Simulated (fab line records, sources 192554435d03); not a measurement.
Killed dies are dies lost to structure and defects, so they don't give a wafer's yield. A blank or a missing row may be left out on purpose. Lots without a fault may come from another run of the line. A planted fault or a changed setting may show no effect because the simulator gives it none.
fab line records | flow n5_finfet
record lots=9 wafers=27 last_day=17
route steps=1938 shown BEOL_M1@835 BEOL_M2@841 BEOL_M4@1111 PASSIVATION@1936
lots that met no fault: from a run of the same line without faults
start_h: hours from the record's first day to the start of the lot's first wafer shown | wait_h: hours since the lot's step before | " the same as in the row above | L1.1+2: a row that stands for several wafers | - no value, or no start given | * or withheld: withheld | < > ~ a bound
route shown NAME@n: a module of which the file shows steps, and the number in the route of the first | usual: mean/standard deviation of fault-free wafers | same: alike in all rows | chamber/n: place in a boat | sites: the reading at each site | _std_site: their standard deviation | _edge_site: outer sites' mean less inner sites' | radius_mm: how far each site lies from the wafer's centre | mask NAME#n: copy n | behind: the tool/chamber that last shaped the wafer | hold: why the lot was held/for how many hours/how that ended | device: the transistor (n, p or np) that didn't switch | end of line: the same wafers' tests at the end of the route | a step without rows: its recipe alone | killed: dies lost to structure and defects at the first sort, not the wafer's yield | map: a wafer's dies, x killed, . not, _ none there
set.NAME: the setting as run; set.NAME@STEP: as run at that earlier step | model.NAME: the simulator's own value behind a step, which no gauge read
steps of the route over a sample of lots; a table a step, a row a wafer
services: from which hour (start_h, from the record's first day; less than 0 if before it) a tool's chamber was out of use, for how many hours, and why
## steps
# step N5_BEOL_M1_PRE_CLEAN_60
# recipe gas=NH3/H2 time_s=15 temp_c=* rf_power_w=300
# usual heater_power_w=76/14
# columns lot.wafer tool chamber start_h wait_h heater_power_w
L886.4 cvd_co-01 1 148.06 0.1 79
L886.5 " 0 " " 89
L886.6 " 2 " " 96
L890.1 cvd_co-01 1 168.55 0.0 79
L890.3 " 0 " " 89
L890.4 " 2 " " 96
L892.2 cvd_co-01 1 177.86 0.0 78
L892.3 " 2 " " 94
L892.6 " 1 " " 80
L891.2 cvd_co-01 2 179.61 0.1 93
L891.4 " 0 " " 90
L891.6 " 2 " " 94
L893.1 cvd_co-02 0 182.53 0.1 63
L893.2 " 1 " " 76
L893.6 " 0 " " 61
L894.1 cvd_co-01 1 185.60 0.0 78
L894.2 " 2 " " 95
L894.4 " 0 " " 88
L898.1 cvd_co-02 1 211.79 0.0 77
L898.2 " 2 " " 54
L898.3 " 0 " " 61
L902.1 cvd_co-02 2 239.78 0.0 55
L902.3 " 1 " " 77
L902.6 " 1 " " 78
L905.2 cvd_co-02 2 258.67 0.0 56
L905.3 " 0 " " 63
L905.6 " 1 " " 77
# step N5_BEOL_M2_ILD_DEP_00
# recipe material=SiOC target_thk_a=790 temp_c=350 precursor=DEMS/O2 pressure_torr=5 rf_w=500 time_s=15.3
# usual heater_power_w=484/43 showerhead_plenum_p_Torr=5.700/0.016 showerhead_vpp_V=1355/65 throttle_valve_pct=11.7/0.43
# columns lot.wafer tool chamber start_h wait_h heater_power_w showerhead_plenum_p_Torr showerhead_vpp_V throttle_valve_pct
L886.4 pecvd-01 1 148.35 0.1 415 5.710 1209 11.4
L886.5 " 2 " " 561 5.718 1406 11.5
L886.6 " 0 " " 453 5.697 1327 12.5
L890.1 pecvd-02 1 168.86 0.0 471 5.692 1459 11.4
L890.3 " 1 " " 472 5.695 1449 11.6
L890.4 " 2 " " 539 5.681 1410 11.1
L892.2 pecvd-03 0 178.16 0.0 466 5.713 1393 11.6
L892.3 " 2 " " 482 5.673 1406 11.9
L892.6 " 1 " " 468 5.685 1303 11.8
L891.2 pecvd-03 2 179.89 0.0 405 5.688 1410 11.7
L891.4 " 2 " " 405 5.688 1403 11.8
L891.6 " 0 " " 404 5.735 1362 11.5
L893.1 pecvd-02 1 182.81 0.0 500 5.685 1429 11.5
L893.2 " 2 " " 472 5.677 1392 11.1
L893.6 " 2 " " 488 5.705 1391 11.1
L894.1 pecvd-03 1 185.89 0.0 514 5.694 1295 12.0
L894.2 " 0 " " 433 5.720 1383 11.7
L894.4 " 1 " " 513 5.698 1321 11.7
L898.1 pecvd-02 1 212.08 0.0 454 5.676 1420 11.5
L898.2 " 0 " " 483 5.716 1351 11.9
L898.3 " 2 " " 514 5.700 1415 11.0
L902.1 pecvd-03 2 240.06 0.0 408 5.691 1404 11.6
L902.3 " 0 " " 446 5.721 1374 11.8
L902.6 " 0 " " 456 5.729 1394 11.4
L905.2 pecvd-02 0 258.95 0.0 506 5.706 1317 12.3
L905.3 " 1 " " 415 5.692 1417 11.6
L905.6 " 2 " " 566 5.691 1382 11.1
# step N5_BEOL_M2_EXPOSE_08
# recipe mask_id=M2 na=0.33 source_shape=dipole sigma_inner=0.369 sigma_outer=0.767 polarization=unpolarized dose_mj=41.25
# usual exposure_dose_mJ_cm2=41.23/0.041 focus_offset_nm=0.0/0.45
# same dipole_opening_deg=79.7 sigma_inner=0.369
# columns lot.wafer tool chamber start_h wait_h mask exposure_dose_mJ_cm2 focus_offset_nm
L886.4 euv_scanner-02 0 150.20 - M2#0 41.24 0.6
L886.5 " 0 " " M2#0 41.26 -0.1
L886.6 " 0 " " M2#0 41.21 -0.3
L890.1 euv_scanner-01 0 171.77 - M2#0 41.25 -0.6
L890.3 " 0 " " M2#0 41.25 -0.4
L890.4 " 0 " " M2#0 41.25 -0.2
L892.2 euv_scanner-02 0 179.32 - M2#0 41.12 0.0
L892.3 " 0 " " M2#0 41.20 0.0
L892.6 " 0 " " M2#0 41.15 -0.1
L891.2 euv_scanner-02 0 182.01 - M2#0 41.18 -1.0
L891.4 " 0 " " M2#0 41.20 0.3
L891.6 " 0 " " M2#0 41.23 -0.1
L893.1 euv_scanner-01 0 185.62 - M2#0 41.21 -0.4
L893.2 " 0 " " M2#0 41.26 -0.6
L893.6 " 0 " " M2#0 41.28 0.1
L894.1 euv_scanner-01 0 186.68 - M2#0 41.24 0.0
L894.2 " 0 " " M2#0 41.26 -0.2
L894.4 " 0 " " M2#0 41.26 0.2
L898.1 euv_scanner-02 0 213.48 - M2#0 41.23 -0.4
L898.2 " 0 " " M2#0 41.22 -0.5
L898.3 " 0 " " M2#0 41.22 -0.3
L902.1 euv_scanner-02 0 241.41 - M2#0 42.27 0.9
L902.3 " 0 " " M2#0 42.29 0.5
L902.6 " 0 " " M2#0 42.29 -0.4
L905.2 euv_scanner-02 0 259.88 - M2#0 42.08 -0.5
L905.3 " 0 " " M2#0 42.09 -0.4
L905.6 " 0 " " M2#0 42.09 0.4
# step N5_BEOL_M2_DESCUM_16
# recipe chemistry=O2 time_s=7 source_power_w=50 bias_power_w=20 pressure_mtorr=20 rf_frequency_hz=2.712e+07 temp_c=40 resist=CAR-EUV o2_flow_sccm=225
# usual drypump_motor_current_A=5.6/0.43 oes_product_au=0.83/0.087 rf_vpp_V=243.6/1.3 showerhead_plenum_p_Torr=2.12/0.07 throttle_valve_pct=20.55/0.27
# columns lot.wafer tool chamber start_h wait_h drypump_motor_current_A oes_product_au rf_hours_counter_h rf_vpp_V showerhead_plenum_p_Torr throttle_valve_pct
L886.4 rie_diel-04 2 150.44 0.0 5.7 0.97 9 244.6 2.15 20.67
L886.5 " 2 " " 5.7 0.95 - 242.8 2.15 20.67
L886.6 " 1 " " 4.7 0.69 - 244.1 2.06 20.60
L890.1 rie_diel-01 1 172.09 0.1 6.1 0.77 114 243.0 2.02 20.68
L890.3 " 0 " " 5.9 0.99 8 243.5 2.14 20.20
L890.4 " 3 " " 6.2 0.82 95 246.3 2.21 20.86
L892.2 rie_diel-01 1 179.56 0.0 6.1 0.77 117 241.8 2.02 20.67
L892.3 " 2 " " 5.6 0.92 26 245.4 2.23 20.04
L892.6 " 0 " " 5.9 0.98 - 243.0 2.14 20.21
L891.2 rie_diel-01 2 182.51 0.3 5.6 0.91 27 246.0 2.23 20.04
L891.4 " 0 " " 5.9 0.97 11 244.0 2.14 20.22
L891.6 " 2 " " 5.6 0.91 - 244.3 2.23 20.04
L893.1 rie_diel-02 3 185.95 0.1 4.9 0.73 163 243.2 2.10 20.50
L893.2 " 1 " " 5.4 0.92 18 243.0 2.04 20.16
L893.6 " 1 " " 5.4 0.90 - 243.4 2.04 20.15
L894.1 rie_diel-01 1 186.95 0.1 6.1 0.77 119 242.1 2.02 20.69
L894.2 " 3 " " 6.2 0.81 100 245.8 2.21 20.87
L894.4 " 0 " " 5.9 0.96 13 242.6 2.14 20.22
L898.1 rie_diel-01 0 213.74 0.0 5.9 0.95 22 244.1 2.14 20.22
L898.2 " 3 " " 6.2 0.80 110 244.5 2.20 20.88
L898.3 " 1 " " 6.1 0.76 129 242.3 2.01 20.69
L902.1 rie_diel-04 3 241.67 0.0 5.4 0.78 111 242.7 2.12 20.65
L902.3 " 2 " " 5.7 0.89 42 243.8 2.14 20.72
L902.6 " 2 " " 5.6 0.88 - 243.6 2.14 20.72
L905.2 rie_diel-01 1 260.55 0.4 6.1 0.74 147 240.7 2.01 20.73
L905.3 " 0 " " 6.0 0.92 40 243.6 2.13 20.26
L905.6 " 2 " " 5.6 0.86 - 245.8 2.22 20.10
# step N5_BEOL_M4_RC_MEAS_101
# usual DIBL_N=36.4/1.5 DIBL_P=36.4/1.6 IOFF_N=0.164/0.025 IOFF_P=0.214/0.028 ION_N=675/9.9 ION_P=463/6.5 SS_N=71.5/0.5 SS_P=73.3/0.56 VT_N=249.2/2.7 VT_P=-250.1/2.8
# columns lot.wafer tool chamber start_h wait_h DIBL_N[mV/V] DIBL_P[mV/V] IOFF_N[nA/um] IOFF_P[nA/um] ION_N[uA/um] ION_P[uA/um] SS_N[mV/dec] SS_P[mV/dec] VT_N[mV] VT_P[mV]
L886.4 prober-02 0 180.43 0.5 35.8 37.5 0.165 0.224 677 471 71.8 73.8 249.6 -249.5
L886.5 " 0 " " 36.0 37.2 0.168 0.219 682 467 71.8 73.6 247.4 -249.8
L886.6 " 0 " " 35.8 36.9 0.166 0.208 687 467 70.9 73.2 248.3 -250.5
L890.1 prober-01 0 204.93 0.0 37.0 38.9 0.179 0.242 677 462 72.6 72.9 247.9 -251.3
L890.3 " 0 " " 37.1 39.1 0.171 0.249 676 464 72.4 73.9 250.5 -248.7
L890.4 " 0 " " 35.8 37.2 0.159 0.212 677 466 71.5 73.1 251.4 -248.6
L892.2 prober-01 0 213.79 0.2 35.3 38.5 0.150 0.253 665 468 71.6 73.5 251.1 -244.9
L892.3 " 0 " " 35.9 37.9 0.158 0.246 671 469 71.8 74.0 251.9 -246.6
L892.6 " 0 " " 35.8 37.8 0.153 0.246 669 462 71.8 73.8 252.0 -245.0
L891.2 prober-01 0 214.72 1.1 38.0 38.1 0.188 0.232 679 458 71.8 73.6 246.1 -248.4
L891.4 " 0 " " 39.0 39.0 0.219 0.242 694 469 72.1 73.2 242.9 -249.2
L891.6 " 0 " " 38.1 37.9 0.191 0.228 688 466 71.2 74.3 244.9 -249.0
L893.1 prober-01 0 216.73 0.4 38.2 35.8 0.172 0.221 674 459 72.2 73.0 249.4 -249.3
L893.2 " 0 " " 38.7 36.1 0.184 0.239 681 470 72.0 73.4 246.6 -247.6
L893.6 " 0 " " 38.6 36.6 0.187 0.254 675 465 71.8 73.6 245.5 -248.3
L894.1 prober-01 0 219.04 0.0 36.6 35.7 0.166 0.235 669 464 70.9 73.8 247.2 -249.2
L894.2 " 0 " " 36.8 35.6 0.178 0.235 674 465 71.5 73.2 247.5 -249.1
L894.4 " 0 " " 37.5 36.3 0.184 0.242 681 456 72.0 73.2 246.3 -250.3
L898.1 prober-01 0 243.32 0.0 37.4 38.4 0.186 0.244 676 466 71.7 73.3 248.0 -251.3
L898.2 " 0 " " 37.2 38.6 0.181 0.239 677 464 71.7 73.4 249.7 -250.6
L898.3 " 0 " " 37.9 38.8 0.203 0.244 679 458 72.0 73.5 248.6 -246.8
L902.1 prober-02 0 276.77 0.0 36.6 36.1 0.169 0.222 680 464 72.2 74.0 246.4 -247.6
L902.3 " 0 " " 37.7 37.9 0.189 0.250 681 469 71.9 73.8 244.4 -248.1
L902.6 " 0 " " 36.6 36.4 0.160 0.222 669 469 72.1 74.0 248.8 -249.1
L905.2 prober-02 0 291.64 0.2 35.1 34.9 0.159 0.175 681 458 71.7 73.1 250.2 -254.8
L905.3 " 0 " " 34.7 34.4 0.146 0.169 674 457 71.1 73.1 249.3 -252.5
L905.6 " 0 " " 35.5 35.5 0.157 0.187 667 455 71.8 72.9 249.2 -254.0
# step N5_PASSIVATION_PROBE_49
# usual defect_limited_yield=91.1/1.4 killed_at_M0_to_M3=35/8.7 killed_at_M4_up=14/5.3 killed_at_contacts=12/6.2 killed_at_front_end=41/12 killed_at_other=3.4/2.6 killed_dies=105/16 killed_open=67/13 killed_short=36/7.3 sort_bin_5_function=5.2/0.96 sort_bin_6_memory=3.3/0.6 sort_n_pass=1075/16 sort_yield_pct=91.1/1.4
# same gross_dies=1180 killed_at_back_side=0 sort_bin_4_leakage[%]=0 sort_bin_8_speed[%]=0
# columns lot.wafer tool chamber start_h wait_h defect_limited_yield[%] killed_at_M0_to_M3 killed_at_M4_up killed_at_contacts killed_at_front_end killed_at_other killed_dies killed_open killed_short sort_bin_5_function[%] sort_bin_6_memory[%] sort_n_pass sort_yield_pct[%]
L902.1 prober-02 - 385.48 0.0 89.2 60 17 10 37 3 127 67 40 5.6 4.8 1053 89.2
L902.3 prober-02 - 385.58 0.1 89.1 51 13 16 41 8 129 63 42 6.5 3.6 1051 89.1
L902.6 prober-02 - 385.73 0.3 91.3 40 14 8 33 8 103 54 25 4.9 3.1 1077 91.3
L905.2 prober-01 - 402.41 0.1 90.5 55 10 10 32 5 112 58 40 5.1 4.0 1068 90.5
L905.3 prober-01 - 402.46 0.1 90.7 50 18 10 26 6 110 72 31 5.2 3.6 1070 90.7
L905.6 prober-01 - 402.61 0.3 89.7 60 13 9 31 8 121 62 46 6.3 3.8 1059 89.7
# killed by level:class
L902.1 BEOL_M2:area_expose=20 BEOL_M0_SAQP:geometric_particle:open=11 BEOL_M0_SAQP:geometric_particle:short=9 STI_FIN_REVEAL:geometric_particle:open=8 FIN_SAQP:geometric_particle:short=7 MOL_CONTACT_COAG:geometric_particle:open=7 BEOL_M2:geometric_particle:open=7 FIN_SAQP:geometric_particle:open=5
L902.3 BEOL_M2:area_expose=20 MOL_CONTACT_COAG:geometric_particle:open=11 BEOL_M0_SAQP:geometric_particle:short=10 FIN_SAQP:geometric_particle:short=8 STI_FIN_REVEAL:geometric_particle:open=7 FIN_SAQP:geometric_particle:open=6 BEOL_M1:geometric_particle:open=6 GATE_CUT:geometric_particle:short=5
L902.6 BEOL_M2:area_expose=22 FIN_SAQP:geometric_particle:open=11 MOL_CONTACT_COAG:geometric_particle:open=6 BEOL_M0_SAQP:geometric_particle:open=5 BEOL_M4:geometric_particle:open=5 FIN_SAQP:geometric_particle:short=4 BEOL_M5:geometric_particle:open=4 GATE_CUT:geometric_particle:open=4
L905.2 BEOL_M3:geometric_particle:open=11 BEOL_M2:area_expose=11 MOL_CONTACT_COAG:geometric_particle:open=8 STI_FIN_REVEAL:geometric_particle:open=6 GATE_CUT:geometric_particle:short=6 BEOL_M0_SAQP:geometric_particle:open=6 FIN_SAQP:geometric_particle:open=5 BEOL_M1:geometric_particle:open=5
L905.3 BEOL_M0_SAQP:geometric_particle:open=9 BEOL_M0_SAQP:geometric_particle:short=9 MOL_CONTACT_COAG:geometric_particle:open=8 FIN_SAQP:geometric_particle:open=7 BEOL_M1:geometric_particle:open=7 BEOL_M2:geometric_particle:open=7 BEOL_M4:geometric_particle:open=6 BEOL_M3:geometric_particle:open=5
L905.6 BEOL_M0_SAQP:geometric_particle:open=16 BEOL_M0_SAQP:geometric_particle:short=11 BEOL_M2:area_expose=11 FIN_SAQP:geometric_particle:short=9 DUMMY_GATE:geometric_particle:open=8 MOL_CONTACT_COAG:geometric_particle:open=6 BEOL_M5:geometric_particle:open=6 BEOL_M3:geometric_particle:open=5
## services
# columns tool chamber start_h hours kind
rie_diel-01 0 125.47 - clean
rie_diel-01 0 125.47 - consumable_replace:focus_ring
rie_diel-01 0 125.47 24.0 scheduled_down
rie_diel-01 0 125.47 24.0 vent_cycle
pecvd-02 1 130.79 14.1 repair
euv_scanner-02 - 134.30 1.0 pm
cvd_co-01 - 148.84 0.6 repair
euv_scanner-01 0 150.52 - calibration
euv_scanner-01 - 153.38 1.0 pm
pecvd-03 - 158.28 0.6 repair
pecvd-02 0 159.04 18.5 repair
rie_diel-02 0 180.49 4.4 repair
pecvd-01 - 187.97 2.8 pm
pecvd-03 1 189.22 5.5 scheduled_down
euv_scanner-02 - 189.49 0.5 repair
euv_scanner-02 - 192.56 1.0 pm
euv_scanner-01 - 209.53 1.0 pm
euv_scanner-02 0 217.77 - calibration
rie_diel-02 - 220.78 2.3 repair
rie_diel-04 1 229.53 - clean
rie_diel-04 1 229.53 - consumable_replace:focus_ring
rie_diel-04 1 229.53 26.2 scheduled_down
cvd_co-02 - 240.62 0.5 repair
euv_scanner-02 - 246.60 1.0 pm
## key
first_sign step=N5_BEOL_M2_EXPOSE_08 reading=exposure_dose_mJ_cm2 direction=up sigmas=23 usual=41.23 struck=42.19
effect step=N5_PASSIVATION_PROBE_49 reading=killed_at_M0_to_M3 direction=up sigmas=2.1 usual=35 struck=53 wafers_moved=3
met_at N5_BEOL_M2_EXPOSE_08
struck_lots L902,L905
loop_trim step=N5_BEOL_M2_EXPOSE_08 setting=dose lots=L905
not_acting_at N5_BEOL_M1_PRE_CLEAN_60,N5_BEOL_M2_ILD_DEP_00,N5_BEOL_M2_DESCUM_16
onset_between 213.48 241.41
fault kind=process_parameter_drift tool=euv_scanner-02 chamber=- onset_h=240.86 steps=N5_BEOL_M2_EXPOSE_08 channel=dose_mj offset=1.0868 shape=step acts_in=these_recipes_only stated=41.25
# loop_trim: a control loop set the setting to another value than it would have without faults
